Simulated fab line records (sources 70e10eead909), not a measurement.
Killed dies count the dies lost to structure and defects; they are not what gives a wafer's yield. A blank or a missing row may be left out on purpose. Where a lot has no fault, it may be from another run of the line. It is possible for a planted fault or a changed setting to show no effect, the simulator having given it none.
fab line records	flow nand-harc
[record] lots = 15	wafers = 45	last-day = 33
route steps=1302 shown A_CONTACT@1016
lots that met no fault: from a run of the same line without faults
start-h: the number of hours between the record's first day and the start of the first shown wafer of the lot	wait-h: hours elapsed since this lot's preceding step	" unchanged from the row above	L1.1+2: several wafers, shown together as one row	- no value present, or no start provided	* or withheld: withheld	< > ~ a bound
route shown NAME@n: a module of which the file shows steps, and the number in the route of the first	usual: mean/standard deviation of fault-free wafers	same: alike in all rows	chamber/n: place in a boat	sites: each site's reading	_std_site: the standard deviation of these	_edge_site: mean of outer sites minus mean of inner sites	radius-mm: for every site, how far away it sits from the centre of the wafer	mask NAME#n: copy n	behind: the tool/chamber that last shaped the wafer	hold: reason for holding the lot/hours on hold/outcome of the hold	device: names the non-switching transistor (n, p or np)	end of line: tests of these same wafers at the route's end	where a step has no rows: the recipe by itself	killed: dies that structure and defects cost at the first sort, which is not the same as the wafer's yield	map: a wafer's dies, marking killed ones x, the rest . and places with no die _
set.NAME: the setting as run; set.NAME@STEP: as run at that earlier step	model.NAME: the simulator's own value behind a step, which no gauge read
steps of the route over a sample of lots; a table a step, a row a wafer
services: from which hour (start-h, from the record's first day; less than 0 if before it) a tool's chamber was out of use, for how many hours, and why
[[steps]]
[step NHARC_A_CONTACT_ETCH_122]
[recipe] source-w = withheld	pressure-mtorr = 20	bias-v = 3000	time-s = 190	target-depth-a = 18500	ar-flow-sccm = withheld	c4f8-flow-sccm = withheld	o2-flow-sccm = withheld	chemistry = C4F8/O2/Ar
[usual] oes-air-line-au = 1.002/0.019
[same] time-s = 190
lot.wafer	tool	chamber	start-h	wait-h	oes-air-line-au	rf-hours-counter-h
L643.1	har-cap-etch-02	1	515.41	0.1	0.994	88
L643.2	"	0	"	"	0.980	88
L643.3	"	1	"	"	1.028	-
L645.1	har-cap-etch-02	1	544.94	0.1	0.990	93
L645.2	"	0	"	"	0.974	93
L645.6	"	0	"	"	0.999	-
L647.2	har-cap-etch-01	0	560.12	0.1	0.999	7
L647.1	"	1	"	"	0.965	7
L647.4	"	1	"	"	0.969	-
L646.2	har-cap-etch-02	1	560.38	0.1	1.031	95
L646.1	"	0	"	"	1.019	95
L646.6	"	0	"	"	1.001	-
L648.1	har-cap-etch-03	1	577.32	0.1	1.003	51
L648.5	"	0	"	"	0.983	-
L648.6	"	1	"	"	1.038	-
L649.1	har-cap-etch-02	0	585.41	0.1	1.011	99
L649.4	"	1	"	"	1.000	-
L649.5	"	1	"	"	1.003	-
L651.2	har-cap-etch-02	1	595.74	0.1	0.986	102
L651.1	"	0	"	"	1.016	102
L651.6	"	1	"	"	0.994	-
L652.1	har-cap-etch-02	0	598.56	0.1	1.017	104
L652.4	"	0	"	"	0.989	-
L652.6	"	0	"	"	1.015	-
L650.2	har-cap-etch-03	1	602.07	0.1	0.990	58
L650.4	"	0	"	"	0.978	-
L650.3	"	1	"	"	0.984	-
L654.1	har-cap-etch-01	1	626.90	0.1	1.015	20
L654.2	"	0	"	"	0.975	20
L654.3	"	1	"	"	1.046	-
L656.4	har-cap-etch-03	1	628.24	0.1	0.973	-
L656.3	"	0	"	"	1.001	-
L656.6	"	0	"	"	1.002	-
L655.4	har-cap-etch-03	1	644.06	0.1	1.012	-
L655.5	"	1	"	"	1.026	-
L655.6	"	0	"	"	0.988	-
L657.2	har-cap-etch-02	1	659.87	0.1	1.013	114
L657.3	"	1	"	"	1.024	-
L657.6	"	0	"	"	1.008	-
L663.1	har-cap-etch-03	0	713.77	0.1	1.010	80
L663.5	"	1	"	"	1.009	-
L663.6	"	0	"	"	0.984	-
L664.2	har-cap-etch-03	1	732.63	0.1	1.020	82
L664.4	"	1	"	"	1.010	-
L664.6	"	1	"	"	0.987	-
[step NHARC_A_CONTACT_STRIP_55]
[recipe] o2-flow-sccm = 500	ar-flow-sccm = 0	bias-w = 0	chemistry = O2
[usual] drypump-motor-current-A = 5.9/0.44	oes-product-au = 0.999/0.007	rf-vpp-V = 57.7/0.88	showerhead-plenum-p-Torr = 3.54/0.16	throttle-valve-pct = 17.037/0.0086
lot.wafer	tool	chamber	start-h	wait-h	drypump-motor-current-A	oes-product-au	rf-hours-counter-h	rf-vpp-V	showerhead-plenum-p-Torr	throttle-valve-pct
L643.1	rie-diel-04	2	-	-	6.1	1.012	51	56.7	3.34	17.047
L643.3	"	3	"	"	5.4	1.020	23	56.7	3.45	17.040
L643.2	"	0	"	"	5.4	1.003	48	57.4	3.28	17.042
L645.2	rie-diel-12	0	-	-	6.0	0.989	13	56.9	3.53	17.027
L645.1	"	3	"	"	6.6	0.990	13	58.4	3.62	17.042
L645.6	"	0	"	"	6.0	0.994	-	58.5	3.53	17.056
L647.2	rie-diel-04	1	-	-	4.9	0.987	2	58.0	3.38	17.030
L647.4	"	2	"	"	6.0	1.001	2	57.7	3.34	17.032
L647.1	"	3	"	"	5.4	0.992	2	57.5	3.44	17.030
L646.1	rie-diel-12	2	-	-	5.6	1.004	16	59.2	3.50	17.034
L646.2	"	0	"	"	6.0	0.993	14	57.0	3.52	17.038
L646.6	"	2	"	"	5.6	0.995	-	57.0	3.50	17.048
L648.1	rie-diel-07	0	-	-	6.4	1.001	31	58.8	3.28	17.025
L648.5	"	1	"	"	5.4	1.004	-	58.7	3.59	17.039
L648.6	"	0	"	"	6.4	1.002	-	56.8	3.28	17.039
L649.1	rie-diel-12	0	-	-	6.0	0.994	16	58.1	3.52	17.029
L649.4	"	2	"	"	5.6	0.999	19	58.5	3.50	17.040
L649.5	"	1	"	"	5.7	0.999	-	57.3	3.69	17.043
L651.2	rie-diel-04	2	-	-	6.0	1.000	17	56.8	3.33	17.035
L651.1	"	0	"	"	5.4	0.996	17	57.8	3.80	17.036
L651.6	"	2	"	"	6.0	0.985	-	57.2	3.33	17.036
L652.4	rie-diel-12	3	-	-	6.6	0.988	22	57.5	3.61	17.046
L652.1	"	0	"	"	6.0	0.989	20	58.0	3.52	17.035
L652.6	"	1	"	"	5.7	0.999	-	58.6	3.68	17.025
L650.4	rie-diel-12	0	-	-	6.0	0.999	20	57.8	3.52	17.024
L650.2	"	1	"	"	5.7	0.994	22	57.5	3.68	17.044
L650.3	"	2	"	"	5.6	1.003	23	57.9	3.50	17.018
L654.3	rie-diel-07	3	-	-	5.9	1.008	54	57.6	3.33	17.046
L654.2	"	1	"	"	5.4	0.991	56	57.2	3.58	17.042
L654.1	"	2	"	"	6.2	0.980	64	59.3	3.77	17.028
L656.4	rie-diel-07	2	-	-	6.3	0.997	64	57.5	3.77	17.039
L656.3	"	3	"	"	5.9	1.004	54	55.8	3.33	17.037
L656.6	"	0	"	"	6.4	0.996	-	57.0	3.27	17.054
L655.4	rie-diel-04	2	-	-	6.0	0.997	34	58.1	3.32	17.038
L655.5	"	3	"	"	5.5	1.011	-	57.6	3.42	17.033
L655.6	"	0	"	"	5.4	1.001	-	60.1	3.79	17.027
L657.3	rie-diel-12	0	-	-	6.0	1.002	5	58.0	3.52	17.043
L657.2	"	3	"	"	6.6	0.993	5	58.6	3.61	17.032
L657.6	"	0	"	"	6.1	1.006	-	59.2	3.52	17.028
L663.1	rie-diel-12	2	-	-	5.6	1.004	16	59.8	3.49	17.037
L663.6	"	0	"	"	6.0	1.000	-	56.2	3.51	17.037
L663.5	"	1	"	"	5.7	0.990	-	57.3	3.67	17.056
L664.2	rie-diel-07	2	-	-	6.2	0.997	29	58.2	3.75	17.026
L664.4	"	1	"	"	5.4	0.979	-	56.9	3.56	17.040
L664.6	"	2	"	"	6.2	1.003	-	59.8	3.75	17.026
[step NHARC_A_CONTACT_PEB_67]
[recipe] peb-temp-c = 100	peb-time-s = 65
[usual] chill-plate-temp-C = 23.03/0.11	exhaust-pa = 45.2/0.8	peb-time-s = 65/0
lot.wafer	tool	chamber	start-h	wait-h	chill-plate-temp-C	exhaust-pa	peb-time-s
L643.1	litho-track-04	0	522.58	0.1	23.05	45.0	65
L643.2	"	0	"	"	22.97	45.2	65
L643.3	"	0	"	"	22.97	45.3	65
L645.1	litho-track-01	0	553.35	0.1	23.22	45.6	65
L645.2	"	0	"	"	23.05	46.0	65
L645.6	"	0	"	"	23.06	45.7	65
L647.1	litho-track-01	0	571.32	0.1	23.19	44.5	65
L647.2	"	0	"	"	22.98	45.3	65
L647.4	"	0	"	"	22.90	45.6	65
L646.1	litho-track-06	0	571.48	0.1	22.81	43.7	65
L646.2	"	0	"	"	22.96	45.6	65
L646.6	"	0	"	"	23.03	46.3	65
L648.1	litho-track-01	0	586.20	0.1	23.04	45.3	65
L648.5	"	0	"	"	22.80	45.8	65
L648.6	"	0	"	"	22.84	44.2	65
L649.1	litho-track-06	0	593.73	0.1	22.95	45.3	65
L649.4	"	0	"	"	23.12	44.8	65
L649.5	"	0	"	"	22.98	46.0	65
L651.1	litho-track-04	0	601.93	0.1	23.05	45.5	65
L651.2	"	0	"	"	23.14	46.8	65
L651.6	"	0	"	"	23.05	45.5	65
L652.1	litho-track-04	0	606.22	0.1	22.81	42.6	65
L652.4	"	0	"	"	23.09	43.2	65
L652.6	"	0	"	"	23.00	43.5	65
L650.2	litho-track-01	0	608.63	0.1	23.03	44.6	65
L650.3	"	0	"	"	22.84	43.7	65
L650.4	"	0	"	"	22.92	45.7	65
L654.1	litho-track-04	0	633.13	0.1	23.21	45.4	65
L654.2	"	0	"	"	23.16	44.5	65
L654.3	"	0	"	"	23.12	45.9	65
L656.3	litho-track-01	-	634.39	0.0	-	-	-
L656.4	"	-	"	"	-	-	-
L656.6	"	-	"	"	-	-	-
L655.4	litho-track-04	-	651.69	0.0	-	-	-
L655.5	"	-	"	"	-	-	-
L655.6	"	-	"	"	-	-	-
L657.2	litho-track-01	-	666.05	0.1	-	-	-
L657.3	"	-	"	"	-	-	-
L657.6	"	-	"	"	-	-	-
L663.1	litho-track-04	0	720.17	0.1	23.07	45.4	65
L663.5	"	0	"	"	23.03	44.2	65
L663.6	"	0	"	"	23.19	44.4	65
L664.2	litho-track-06	0	738.94	0.1	23.06	45.5	65
L664.4	"	0	"	"	22.95	46.2	65
L664.6	"	0	"	"	22.98	44.6	65
[step NHARC_A_CONTACT_CD_MEAS_69]
[recipe] target-cd-nm = 300	landing-energy-ev = 500
[usual] cd-nm = 300.1/0.42
[same] landing-energy-ev = 500
lot.wafer	tool	chamber	start-h	wait-h	cd-nm
L643.1	cd-sem-03	0	522.66	-	299.6
L643.2	"	0	"	"	299.5
L643.3	"	0	"	"	299.2
L645.1	cd-sem-01	0	553.42	-	299.7
L645.2	"	0	"	"	299.7
L645.6	"	0	"	"	299.7
L647.1	cd-sem-03	0	571.40	-	299.9
L647.2	"	0	"	"	299.5
L647.4	"	0	"	"	300.2
L646.1	cd-sem-01	0	571.55	-	299.9
L646.2	"	0	"	"	299.9
L646.6	"	0	"	"	300.2
L648.1	cd-sem-02	0	586.28	-	300.5
L648.5	"	0	"	"	300.2
L648.6	"	0	"	"	300.4
L649.1	cd-sem-01	0	593.81	-	300.2
L649.4	"	0	"	"	300.0
L649.5	"	0	"	"	300.3
L651.1	cd-sem-01	0	602.01	-	300.1
L651.2	"	0	"	"	300.5
L651.6	"	0	"	"	300.5
L652.1	cd-sem-01	0	606.30	-	300.0
L652.4	"	0	"	"	299.5
L652.6	"	0	"	"	299.7
L650.2	cd-sem-02	0	608.71	-	299.5
L650.3	"	0	"	"	300.6
L650.4	"	0	"	"	300.1
L654.1	cd-sem-01	0	633.21	-	299.9
L654.2	"	0	"	"	300.0
L654.3	"	0	"	"	299.6
L656.3	cd-sem-02	0	634.48	-	-
L656.4	"	0	"	"	-
L656.6	"	0	"	"	-
L655.4	cd-sem-03	0	651.77	-	-
L655.5	"	0	"	"	-
L655.6	"	0	"	"	-
L657.2	cd-sem-01	0	666.13	-	-
L657.3	"	0	"	"	-
L657.6	"	0	"	"	-
L663.1	cd-sem-02	0	720.25	-	300.6
L663.5	"	0	"	"	300.3
L663.6	"	0	"	"	300.3
L664.2	cd-sem-02	0	739.02	-	300.3
L664.4	"	0	"	"	299.8
L664.6	"	0	"	"	300.4
[[services]]
tool	chamber	start-h	hours	kind
har-cap-etch-01	-	497.00	17.0	pm
rie-diel-04	2	502.68	5.3	repair
rie-diel-12	0	503.52	-	clean
rie-diel-12	1	503.52	-	clean
rie-diel-12	2	503.52	-	clean
rie-diel-12	3	503.52	-	clean
litho-track-01	-	505.00	7.0	pm
rie-diel-12	-	506.15	12.8	repair
rie-diel-04	2	528.93	13.7	repair
litho-track-06	-	529.00	7.0	pm
rie-diel-04	-	544.82	9.0	pm
rie-diel-07	3	569.64	11.1	repair
rie-diel-12	0	580.54	3.8	repair
rie-diel-07	-	648.24	9.0	pm
litho-track-01	-	680.00	7.0	pm
har-cap-etch-03	-	703.36	0.9	repair
litho-track-06	-	704.00	7.0	pm
rie-diel-12	1	719.57	3.3	repair
rie-diel-12	2	720.50	7.4	repair
rie-diel-04	-	721.82	9.0	pm
rie-diel-12	0	723.05	6.6	repair
rie-diel-07	1	723.88	8.8	repair
litho-track-04	-	728.00	7.0	pm
rie-diel-07	0	730.48	4.2	repair
[[key]]
[first-sign] step = NHARC_A_CONTACT_PEB_67	reading = tool-record	direction = missing
effect none on later readings
met-at NHARC_A_CONTACT_PEB_67
struck-lots L655,L656,L657
later-rows-left-out L655.4,L655.5,L655.6,L656.3,L656.4,L656.6,L657.2,L657.3,L657.6
sort-left-out L655.4,L655.5,L655.6,L656.3,L656.4,L656.6,L657.2,L657.3,L657.6
tester-left-out L655,L656,L657
not-acting-at NHARC_A_CONTACT_ETCH_122,NHARC_A_CONTACT_STRIP_55,NHARC_A_CONTACT_CD_MEAS_69
onset-between 633.13 634.39
[fault] kind = skipped-step-whole	tool = litho-track-01,litho-track-04	chamber = -	onset-h = 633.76	steps = NHARC_A_CONTACT_PEB_67	scope = struck-lots-only
// tester-left-out: of these lots the tester's yield and bins aren't shown, on N5 and GAA mostly nor the transistor test; their killed dies are dies lost to structure and defects alone, not to doping, threshold or leakage, so they don't give the yield
// sort-left-out: the simulated sort isn't trusted on such a fault, so these wafers' sort isn't shown, and their yield isn't known
// later-rows-left-out: the simulator's readings of these wafers behind a module that went badly wrong aren't trusted and aren't shown, but for the sort
